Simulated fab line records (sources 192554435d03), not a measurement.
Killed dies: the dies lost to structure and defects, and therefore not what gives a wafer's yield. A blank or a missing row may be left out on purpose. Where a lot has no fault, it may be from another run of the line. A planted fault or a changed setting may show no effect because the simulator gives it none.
Chamber matching + flow n5 finfet + N5_BEOL_M7_CMP_52 on cmp-01: 4 sister chambers
The step polishes, stops on SiCOH lowk, t overpolish 6.9 s, target thk 80 nm. 4 wafers are shown with their chamber, then 10 later ones without.

## EACH WAFER AND ITS CHAMBER
| wafer  | chamber | motor current A (A) |
|--------|---------|---------------------|
| L079.6 | 3       | 6.2                 |
| L089.3 | 2       | 5.7                 |
| L086.1 | 0       | 5.7                 |
| L086.2 | 1       | 5.4                 |

## WAFERS WITH NO CHAMBER GIVEN
| wafer  | motor current A (A) |
|--------|---------------------|
| L086.4 | 5.7                 |
| L091.1 | 5.7                 |
| L091.4 | 5.2                 |
| L091.5 | 5.8                 |
| L097.1 | 5.2                 |
| L097.2 | 6.0                 |
| L097.3 | 5.5                 |
| L095.3 | 5.3                 |
| L095.5 | 6.1                 |
| L095.6 | 5.2                 |

## EACH ONE'S CHAMBER
| wafer  | from the rows above          | in truth                   |
|--------|------------------------------|----------------------------|
| L086.4 | can't be placed: 0 or 2      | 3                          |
| L091.1 | can't be placed: 0 or 2      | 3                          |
| L091.4 | 1                            | 1                          |
| L091.5 | can't be placed: 0 or 2      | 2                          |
| L097.1 | 1                            | 1                          |
| L097.2 | can't be placed: 3 or 0 or 2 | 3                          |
| L097.3 | can't be placed: 1 or 0 or 2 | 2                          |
| L095.3 | 1                            | 1                          |
| L095.5 | 3                            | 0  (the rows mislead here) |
| L095.6 | 1                            | 1                          |
Placed correctly: 4 of 10. Can't be placed from these rows: 5 (the true chamber is among the candidates in 3). Placed wrongly: 1.
How it was worked out, from the rows above alone: a wafer's distance from a chamber is the root of the sum, over the readings, of the square of ((its reading less the chamber's mean) divided by the reading's scatter). The wafer belongs to the nearest chamber; if the next one is less than 2 further off, it can't be placed. The mean given for a chamber averages the wafers shown for that chamber. The scatter: with one shown wafer a chamber, the root of the mean of the squares of how far each hidden wafer lies from its nearest shown one.
